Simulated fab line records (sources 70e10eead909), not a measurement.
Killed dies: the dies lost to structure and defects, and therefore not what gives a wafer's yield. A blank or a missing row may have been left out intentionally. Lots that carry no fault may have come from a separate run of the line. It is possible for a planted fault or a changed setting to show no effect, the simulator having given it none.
A struck lot beside a sound one / flow nand_harc / 42 out of 1159 route steps
Sound: wafers L993.2, L993.3, L993.5. Struck: wafer L107.4 (L107.1, L107.3, from the same lot, were not struck and are left out); the cause is given at the end.
Per side, at each step with rows, come the tool, then ch with its chambers, and then its first start. Under that, the readings that differ: sound wafers / struck wafers / difference of the means / sigmas: that difference in standard deviations of wafers without a fault.
alike: readings with means less than 2 such deviations apart, plus words and numbers identical on both sides. not compared: withheld readings, readings lacking a value on some wafer, bounds such as >300 that could conceal the same value, and numbers that have no deviation in the record and whose values overlap.
Wherever a step has rows on one side only, a row that says differs or no value, or a row with sigmas, the two part there. When numbers do not overlap yet have no deviation, they are printed without sigmas and do not part them. A reading missing from all wafers of one side parts the sides only when that side holds two or more wafers.

NHARC_A_CONTACT_CD_MEAS_69: the cd target is 200 nm.
  sound on cd_sem-01 ch 0, day 17 06:13; struck on cd_sem-03 ch 0, day 21 00:23
  alike: cd_nm
NHARC_A_CONTACT_OVL_MEAS_70:
  sound on overlay-01, day 17 06:19; struck on overlay-02, day 21 00:28
reading=overlay_x_nm (nm); sound=-1.0 -1.5 -0.8; struck=1.1; difference=+2.2; sigmas=+3
  alike: overlay_y_nm
NHARC_A_CONTACT_INSPECT_71:
  sound on defect_inspect-02, day 17 06:21; struck on defect_inspect-01, day 21 00:30
  alike: raw_defect_count
then, 6 steps without rows for these wafers: NHARC_A_CONTACT_DESCUM_74 (chemistry O2, time 3 s); NHARC_A_CONTACT_ETCH_75 (etches the open film in CF4, target depth 39 nm, time 65 s); NHARC_A_CONTACT_ETCH_76 (etches the open film in N2/H2, target depth 260 nm, time 475.3 s); NHARC_A_CONTACT_ETCH_77 (etches the open film in CF4/CHF3, target depth 72.6 nm, time 36.3 s); NHARC_A_CONTACT_ETCH_78 (etches the open film in O2/COS, target depth 2800 nm, time 728 s); NHARC_A_CONTACT_ETCH_124 (etches the open film in C4F8/O2/Ar, time 140 s, target depth 700 nm).
NHARC_A_CONTACT_ETCH_125: etches the open film in C4F8/O2/Ar, time 155 s, target depth 956 nm.
  sound on har_cap_etch-03 ch 0,1, day 17 07:50; struck on har_cap_etch-03 ch 0, day 21 01:54
  alike: oes_air_line_au
  not compared: rf_hours_counter_h
then, 1 step without rows for these wafers: NHARC_A_CONTACT_ETCH_126 (etches the open film in C4F8/O2/Ar, time 155 s, target depth 956 nm).
NHARC_A_CONTACT_ETCH_127: etches the open film in C4F8/O2/Ar, time 155 s, target depth 956 nm.
  sound on har_cap_etch-03 ch 0,1, day 17 08:13; struck on har_cap_etch-03 ch 0, day 21 02:11
  alike: oes_air_line_au
  not compared: rf_hours_counter_h
NHARC_A_CONTACT_ETCH_128: etches the open film in C4F8/O2/Ar, time 155 s, target depth 956 nm.
  sound on har_cap_etch-03 ch 0,1, day 17 08:24; struck on har_cap_etch-03 ch 0, day 21 02:19
  alike: oes_air_line_au
  not compared: rf_hours_counter_h
then, 1 step without rows for these wafers: NHARC_A_CONTACT_ETCH_129 (etches the open film in C4F8/O2/Ar, time 155 s, target depth 956 nm).
NHARC_A_CONTACT_ETCH_130: etches the open film in C4F8/O2/Ar, time 155 s, target depth 956 nm.
  sound on har_cap_etch-03 ch 0,1, day 17 08:47; struck on har_cap_etch-03 ch 0, day 21 02:36
  alike: oes_air_line_au
  not compared: rf_hours_counter_h
then, 1 step without rows for these wafers: NHARC_A_CONTACT_ETCH_131 (etches the open film in C4F8/O2/Ar, time 155 s, target depth 956 nm).
NHARC_A_CONTACT_ETCH_132: etches the open film in C4F8/O2/Ar, time 156 s, target depth 958 nm.
  sound on har_cap_etch-03 ch 0,1, day 17 09:10; struck on har_cap_etch-03 ch 0, day 21 02:53
  alike: oes_air_line_au
  not compared: rf_hours_counter_h
NHARC_A_CONTACT_ETCH_133: etches the open film in C4F8/O2/Ar, time 195 s, target depth 840 nm.
  sound on har_cap_etch-03 ch 0,1, day 17 09:22; struck on har_cap_etch-03 ch 0, day 21 03:02
  alike: oes_air_line_au
  not compared: rf_hours_counter_h
then, 2 steps without rows for these wafers: NHARC_A_CONTACT_ETCH_91 (etches the open film in CH3F/O2, target depth 40 nm, time 85.7 s); NHARC_A_CONTACT_ETCH_97 (etches the open film in C4F6/O2, target depth 20 nm, time 10 s).
NHARC_A_CONTACT_CD_MEAS_80:
  sound on cd_sem-03, day 17 10:07; struck on cd_sem-03, day 21 03:49
  alike: cd_nm
then, 18 steps without rows for these wafers: NHARC_A_CONTACT_STRIP_103 (strips in N2/H2); NHARC_A_CONTACT_STRIP_104 (strips in CF4/CHF3); NHARC_A_CONTACT_STRIP_105 (strips in O2/COS); NHARC_A_CONTACT_ETCH_106 (etches the open film in CF4/O2, target depth 60 nm, overetch 6 nm, time 33 s); NHARC_A_CONTACT_STRIP_82 (strips in O2); NHARC_A_CONTACT_STRIP_83 (strips in post etch residue remover, time 600 s); NHARC_A_CONTACT_DEP_84 (deposits aC, target thk 2000 nm); NHARC_A_CONTACT_DEP_85 (deposits SiON, target thk 50 nm); NHARC_A_CONTACT_DEHYDRATE_00 (time 120 s); NHARC_A_CONTACT_HMDS_01 (time 30 s); NHARC_A_CONTACT_COAT_86 (time 75 s); NHARC_A_CONTACT_COAT_87 (time 65 s); NHARC_A_CONTACT_COAT_02 (resist thk 90 nm); NHARC_A_CONTACT_SOFTBAKE_03 (time 55 s); NHARC_A_CONTACT_EBR_04; NHARC_A_CONTACT_EXPOSE_05 (exposes mask A CC); NHARC_A_CONTACT_PEB_06 (peb time 65 s); NHARC_A_CONTACT_DEVELOP_07 (develop time 35 s).
NHARC_A_CONTACT_CD_MEAS_08: the cd target is 100 nm.
  sound on cd_sem-02 ch 0, day 17 17:50; struck on cd_sem-02 ch 0, day 21 10:31
  alike: cd_nm
NHARC_A_CONTACT_OVL_MEAS_09:
  sound on overlay-02, day 17 17:56; struck on overlay-02, day 21 10:37
  alike: overlay_x_nm, overlay_y_nm
-- jump in the record: it breaks off in module A_CONTACT and resumes in module END (first step shown: number 1159 of the route), and 3 days separate the struck wafers' starts before and after --
NHARC_END_SORT_01:
  sound on prober-01 ch 0, day 20 03:49; struck on prober-01 ch 0, day 24 02:05
reading=killed_at_array; sound=31 30 21; struck=135; difference=+108; sigmas=+12
reading=killed_dies; sound=37 34 26; struck=138; difference=+106; sigmas=+11
reading=killed_open; sound=5 6 3; struck=0; difference=-5; sigmas=-3
reading=killed_short; sound=4 3 2; struck=0; difference=-3; sigmas=-2
  alike: killed_at_other, killed_at_periphery

WHERE THEY PART
Last at NHARC_END_SORT_01 as far as this record goes, first at NHARC_A_CONTACT_OVL_MEAS_70.

WHY: what had been put in by the simulator
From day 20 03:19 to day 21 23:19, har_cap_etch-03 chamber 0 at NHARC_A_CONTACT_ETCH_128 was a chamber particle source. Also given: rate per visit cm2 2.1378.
